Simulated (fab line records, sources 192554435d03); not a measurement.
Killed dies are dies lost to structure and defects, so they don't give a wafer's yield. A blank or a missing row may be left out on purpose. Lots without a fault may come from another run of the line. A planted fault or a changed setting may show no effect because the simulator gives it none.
Chamber matching | flow n5_finfet | N5_BEOL_M8_STRIP_19 on rie_diel-04: 4 sister chambers
The step strips in O2. 4 wafers are shown with their chamber, then 9 later ones without.

WAFERS WITH THEIR CHAMBER
wafer  | chamber | drypump_motor_current_A (A)
L089.2 | 1       | 6.0
L092.4 | 3       | 6.2
L092.5 | 2       | 5.1
L092.6 | 0       | 4.9

WAFERS WITHOUT THEIR CHAMBER
wafer  | drypump_motor_current_A (A)
L091.1 | 6.1
L091.2 | 5.1
L091.6 | 5.1
L094.3 | 4.9
L094.4 | 4.9
L094.6 | 6.2
L096.1 | 5.0
L096.4 | 6.0
L096.6 | 4.9

WHICH CHAMBER EACH WENT THROUGH
wafer  | from the rows above     | in truth
L091.1 | can't be placed: 1 or 3 | 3
L091.2 | 2                       | 2
L091.6 | 2                       | 2
L094.3 | 0                       | 0
L094.4 | 0                       | 0
L094.6 | 3                       | 3
L096.1 | can't be placed: 0 or 2 | 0
L096.4 | 1                       | 1
L096.6 | 0                       | 0
Placed correctly: 7 of 9. Can't be placed from these rows: 2 (the true chamber is among the candidates in 2). Placed wrongly: 0.
How it was worked out, from the rows above alone: a wafer's distance from a chamber is the root of the sum, over the readings, of the square of ((its reading less the chamber's mean) divided by the reading's scatter). The wafer belongs to the nearest chamber; if the next one is less than 2 further off, it can't be placed. A chamber's mean is the mean of its shown wafers. The scatter: with one shown wafer a chamber, the root of the mean of the squares of how far each hidden wafer lies from its nearest shown one.
